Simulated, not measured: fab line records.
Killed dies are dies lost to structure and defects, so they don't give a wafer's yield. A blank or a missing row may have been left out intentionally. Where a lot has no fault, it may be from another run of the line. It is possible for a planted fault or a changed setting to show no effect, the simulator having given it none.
Problem report in the 8D (eight disciplines) form, filled by code	flow nandHarc	the parts of the form that need people (team, actions taken, sign-off) are left out

== 1. THE PROBLEM ==
killedDies at NHARC_END_SORT_01 reads a mean of 519 on 5 wafers of 3 lots; wafers without a fault read 33 with a standard deviation of 11. Measured from the usual mean, that is +44 standard deviations.
The first sign was on wafer L854.2 at day 23 19:23, on prober-01. The record has a number at this step for 12 wafers belonging to 4 lots. The rule behind "out" and "out of limits": a value lying over 4 standard deviations away from the usual mean. All remaining wafers that have a number are taken as sound.

== 2. WHAT IT IS, AND WHAT IT ISN'T ==
question	is	is not
which readings at this step	killedDies, killedAtArray	killedAtOther, killedAtPeriphery, killedOpen, killedShort
which lots	L854, L856, L859	L851
which wafers of those lots	L854.2, L854.4, L856.4, L859.2, L859.6	L854.5, L856.1, L856.5, L859.5
read on which gauges	prober-01, prober-02	-
when	from day 23 19:23	up to then (3 sound wafers); but 4 sound wafers of L854, L856, L859 came after

== 3. THE SUSPECTS, EACH WITH WHAT RULES IT OUT ==
Counting: a tool at a process step up to the reading stays a suspect if it ran every lot that is out. Sound lots after the first of them don't rule it out here, since some wafers of a struck lot are sound.
- ruled out: the gauge at NHARC_END_SORT_01. 2 gauges (prober-01, prober-02) read the wafers that are out.
- rieDiel-01 at NHARC_A_SLIT_ETCH_15 (etches the open film in O2/COS, target depth 3200 nm, time 832 s): kept. Every lot that is out went through it, the first being L854 (day 18 10:16); the last sound lot it ran before that was L851 (day 17 08:57). On those wafers its own readings are out: oesProductAu.
Left after counting: rieDiel-01 at NHARC_A_SLIT_ETCH_15.

== 4. THE CAUSE (what the simulator had put in) ==
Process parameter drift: rieDiel-01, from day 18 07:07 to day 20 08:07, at NHARC_A_SLIT_ETCH_15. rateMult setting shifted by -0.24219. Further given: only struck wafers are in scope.
Counting left only this tool.

== 5. SEQUENCE OF EFFECTS, ordered by route ==
Each row: a reading whose mean over the struck wafers that have a number lies more than 3 standard deviations from the usual. Only readings for which the record gives a usual standard deviation are gone through. hours: the time from each lot's start at the first step in this table that gives one to its start at this step, as a median over the lots. sigmas: the change in usual standard deviations.
hours	step	reading	usual	on struck wafers	change	sigmas
0	NHARC_A_SLIT_ETCH_15	oesProductAu	0.993 a.u.	0.842	-0.151	-16
129	NHARC_END_SORT_01	killedAtArray	29	515	+486	+44
129	NHARC_END_SORT_01	killedDies	33	519	+486	+44
Its process steps:
- NHARC_A_SLIT_ETCH_15: etches the open film in O2/COS, target depth 3200 nm, time 832 s.

== 6. WHAT WOULD HAVE CAUGHT IT SOONER ==
In this record the first reading out of limits at a measuring or inspecting step was taken at day 23 19:23, 132 hours after the fault began at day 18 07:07.
At NHARC_A_SLIT_ETCH_15, the tool's own readings (oesProductAu) were out on each struck wafer the step has a row for, so an alarm limit on them would have fired on the first such wafer.
Each of the lots that are out, 3 in all, had begun NHARC_A_SLIT_ETCH_15 on rieDiel-01 no later than day 23 19:23. Tool hold at that time: it would have spared none of them.
